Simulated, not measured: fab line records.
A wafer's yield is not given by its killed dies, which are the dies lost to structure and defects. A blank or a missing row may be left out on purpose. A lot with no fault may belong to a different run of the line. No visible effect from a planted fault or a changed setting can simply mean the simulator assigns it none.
Split-lot experiment	flow n5Finfet	21 wafers read from 7 lots, route of 1938 steps

== ON THE SPLIT ==
At N5_ZERO_LAYER_EXPOSE_08 (exposes mask ZERO, defocus 0 nm, target cd 2000 nm), the setting doseMj was moved away from the recipe's 16.2 on 7 of the 21 wafers read, by -3.8% to +5.1%. All remaining wafers had this setting at the recipe value.

== FROM THE SPLIT TO THE READING: what the file shows between them, 2 steps ==
- N5_ZERO_LAYER_DEVELOP_10: develop time 60 s (also split here: developTimeS)
- N5_ZERO_LAYER_HARDBAKE_23: time 120 s

== THE READING ==
cdNm at N5_ZERO_LAYER_CD_MEAS_11, given in nm (cd target 2000 nm). Typical for fault-free wafers on this fab line: 1998.7 nm, with standard deviation 1.6 nm.

wafer	tool, chamber at the split	doseMj as run	against the recipe	cdNm, nm	against lot-mates on the recipe
L074.2	krfScanner-02, 0	17.02	+5.1%	2008.1	+11.0
L074.4	krfScanner-02, 0	16.2	recipe	1997.1	-
L074.6	krfScanner-02, 0	16.2	recipe	1997.0	-
L075.1	krfScanner-02, 0	16.82	+3.8%	2005.0	+8.0
L075.3	krfScanner-02, 0	16.2	recipe	1997.2	-
L075.4	krfScanner-02, 0	16.2	recipe	1996.7	-
L076.1	krfScanner-02, 0	16.2	recipe	1999.8	-
L076.2	krfScanner-02, 0	16.2	recipe	2001.0	-
L076.3	krfScanner-02, 0	16.2	recipe	1999.7	-
L078.1	krfScanner-02, 0	16.2	recipe	1996.4	-
L078.5	krfScanner-02, 0	16.52	+2.0%	2003.5	+8.0
L078.6	krfScanner-02, 0	16.2	recipe	1994.6	-
L083.3	krfScanner-02, 0	16.2	recipe	2001.6	-
L083.5	krfScanner-02, 0	16.2	recipe	2002.3	-
L083.6	krfScanner-02, 0	16.2	recipe	2000.1	-
L088.2	krfScanner-02, 0	15.58	-3.8%	1993.8	-6.2
L088.3	krfScanner-02, 0	15.58	-3.8%	1991.5	-8.5
L088.4	krfScanner-02, 0	16.2	recipe	2000.0	-
L090.1	krfScanner-01, 0	16.52	+2.0%	2000.0	+1.8
L090.3	krfScanner-01, 0	16.2	recipe	1998.2	-
L090.4	krfScanner-01, 0	16.52	+2.0%	1999.7	+1.5

THE FIT
A straight line over all 21 wafers: cdNm changes by +1.63 nm for each +1% of doseMj; r = +0.85; the points scatter about the line by 2.1 nm.
The same after taking each lot's own level away (the mean of its wafers on the recipe; 21 wafers): +2.03 nm for each +1%; r = +0.95; scatter 1.4 nm.
According to that fit, moving doseMj by its largest amount changes the reading by 10 nm.
Across the lots, their own levels run from 1995.50 to 2001.33 nm, a range of 3.6 times the standard deviation given above.
Thus the slope moves with the lot-to-lot level: the two fits are different.
Check: for one of the wafers moved furthest among these (+5.1%), held out of the fit, the line's prediction against its lot-mates is +9.97 nm. It came out at +11 nm against them.

== FURTHER SPLITS ON THESE WAFERS ==
These wafers also went through other splits before the reading. Each is held against what the fit with the lots' levels taken away leaves over:
other split on the same wafers	wafers away from the commonest value	r with cdNm (lot level and that fit taken away)
N5_ZERO_LAYER_DEVELOP_10 developTimeS	5	+0.05

== THE FILE'S OWN FIT ==
cdNm changes by +2.13 nm for each +1% of doseMj, r = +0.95.
